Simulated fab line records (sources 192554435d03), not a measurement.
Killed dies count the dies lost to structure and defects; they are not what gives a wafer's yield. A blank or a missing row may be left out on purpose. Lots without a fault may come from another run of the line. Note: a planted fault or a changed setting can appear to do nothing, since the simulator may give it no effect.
Split-lot experiment | flow n5-finfet | 21 wafers read across 7 lots, on a route 1938 steps long

ABOUT THE SPLIT
At N5_BEOL_M2_PECVD_72 (deposits SiO2 from TEOS/O2, target thk 16 nm, time 18 s), the setting time-s was moved away from the recipe's 18 s on 10 of the 21 wafers read, by -7.3% to +14.8%. The other wafers ran this setting at the recipe's value.

FROM THE SPLIT TO THE READING: what the file shows between them, 5 steps
- N5_BEOL_M2_ETCH_69: etches SiARC in CF4, target depth 15.6 nm, time 26 s (also split here: bias-w)
- N5_BEOL_M2_ALD_98: deposits SiO2, target thk 2.5 nm, pulse time 1 s, co reactant pulse time 1 s (also split here: temp-c)
- N5_BEOL_M2_ETCHBACK_99: etches SiO2 in CHF3, target depth 5 nm, time 10.4 s
- N5_BEOL_M2_ETCH_70: etches SOC in N2/H2, target depth 80 nm, overetch 24 nm, time 130 s
- N5_BEOL_M2_STRIP_97: strips in N2/H2, time 10 s

THE READING
SiO2_of_BEOL_M2_PECVD_72.thk-nm (the simulator's own value, which no gauge read), in nm, at N5_BEOL_M2_HM_STRIP_39 (strips TiN in peroxide tin strip, target depth 25 nm, time 158 s). No usual value for it is given in the file. Across the 11 wafers here that went through the recipe, the average is 15.9 nm and the standard deviation 0.22 nm.

wafer  | tool, chamber at the split | time-s as run, s | against the recipe | SiO2_of_BEOL_M2_PECVD_72.thk-nm, nm | against lot-mates on the recipe
L075.1 | pecvd-03, 1                | 19.17            | +6.5%              | 16.8                                | +1.0
L075.3 | pecvd-03, 2                | 18               | recipe             | 15.8                                | -
L075.4 | pecvd-03, 0                | 19.17            | +6.5%              | 17.2                                | +1.4
L077.2 | pecvd-04, 1                | 18               | recipe             | 15.8                                | -
L077.4 | pecvd-04, 2                | 16.69            | -7.3%              | 14.8                                | -1.1
L077.6 | pecvd-04, 0                | 18               | recipe             | 16                                  | -
L084.1 | pecvd-02, 1,2              | 19.35            | +7.5%              | 17                                  | +1.0
L084.2 | pecvd-02, 0                | 18               | recipe             | 16                                  | -
L084.3 | pecvd-02, 1,2              | 19.35            | +7.5%              | 17.2                                | +1.2
L088.2 | pecvd-02, 2                | 18               | recipe             | 15.8                                | -
L088.3 | pecvd-02, 0                | 18               | recipe             | 16                                  | -
L088.6 | pecvd-02, 0                | 18               | recipe             | 16.4                                | -
L089.1 | pecvd-03, 2                | 18.81            | +4.5%              | 16.2                                | +0.4
L089.5 | pecvd-03, 2                | 18.81            | +4.5%              | 16.4                                | +0.6
L089.6 | pecvd-03, 0                | 18               | recipe             | 15.8                                | -
L092.1 | pecvd-03, 0,1              | 20.66            | +14.8%             | 18                                  | +2.4
L092.2 | pecvd-03, 0,1              | 20.66            | +14.8%             | 18                                  | +2.4
L092.3 | pecvd-03, 2                | 18               | recipe             | 15.6                                | -
L091.1 | pecvd-04, 2                | 19.03            | +5.7%              | 16.4                                | +0.6
L091.2 | pecvd-04, 1                | 18               | recipe             | 15.6                                | -
L091.3 | pecvd-04, 0                | 18               | recipe             | 16                                  | -
Rows listing several chambers each stand for several wafers; the file does not say which wafer went through which chamber.

FIT RESULTS
A straight line over all 21 wafers: SiO2_of_BEOL_M2_PECVD_72.thk-nm changes by +0.145 nm for each +1% of time-s; r = +0.96; the points scatter about the line by 0.22 nm.
The same after taking each lot's own level away (the mean of its wafers on the recipe; 21 wafers): +0.158 nm for each +1%; r = +0.98; scatter 0.19 nm.
That fit puts the effect of the largest move of time-s on the reading at 2.3 nm.
From 15.60 to 16.07 nm: that is the span of the lots' own levels, equal to 2.2 times the standard deviation above.
The two slopes agree, so the slope changes little with the lot-to-lot level.
Check: with one of the wafers moved furthest among these (+14.8%) left out of the fit, the line predicts +2.28 nm for it against its lot-mates. Against them it came out at +2.4 nm.

THE OTHER SPLITS THESE WAFERS WENT THROUGH
Other splits were also applied to these wafers ahead of the reading. Each is held against what the fit with the lots' levels taken away leaves over:
other split on the same wafers            | wafers away from the commonest value | r with SiO2_of_BEOL_M2_PECVD_72.thk-nm (lot level and that fit taken away)
N5_BEOL_M0_SAQP_COAT_81 spin-rpm          | 9                                    | -0.03
N5_BEOL_M0_SAQP_COAT_82 time-s            | 7                                    | +0.05
N5_BEOL_M0_TRENCH_ETCH_107 target-depth-a | 9                                    | -0.04
N5_BEOL_M1_HM_DEP_02 target-thk-a         | 7                                    | +0.01
N5_BEOL_M1_COAT_73 spin-rpm               | 2                                    | +0.00
N5_BEOL_M2_ETCH_69 bias-w                 | 9                                    | +0.04
N5_BEOL_M2_ALD_98 temp-c                  | 5                                    | -0.05

THE WHOLE CHAIN: every reading that the file lists as answering this split, in the file's order
step                   | what it does                                                     | reading                                                                          | change (the file's fit)               | r (the file's)
N5_BEOL_M2_PECVD_72    | deposits SiO2 from TEOS/O2, target thk 16 nm, time 18 s          | SiO2_of_BEOL_M2_PECVD_72.thk-nm (the simulator's own value, which no gauge read) | +0.159 nm for each +1% of the setting | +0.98
N5_BEOL_M2_HM_STRIP_39 | strips TiN in peroxide tin strip, target depth 25 nm, time 158 s | SiO2_of_BEOL_M2_PECVD_72.thk-nm (the simulator's own value, which no gauge read) | +0.154 nm for each +1% of the setting | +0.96

THE FILE'S OWN FIT
SiO2_of_BEOL_M2_PECVD_72.thk-nm changes by +0.154 nm for each +1% of time-s, r = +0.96.
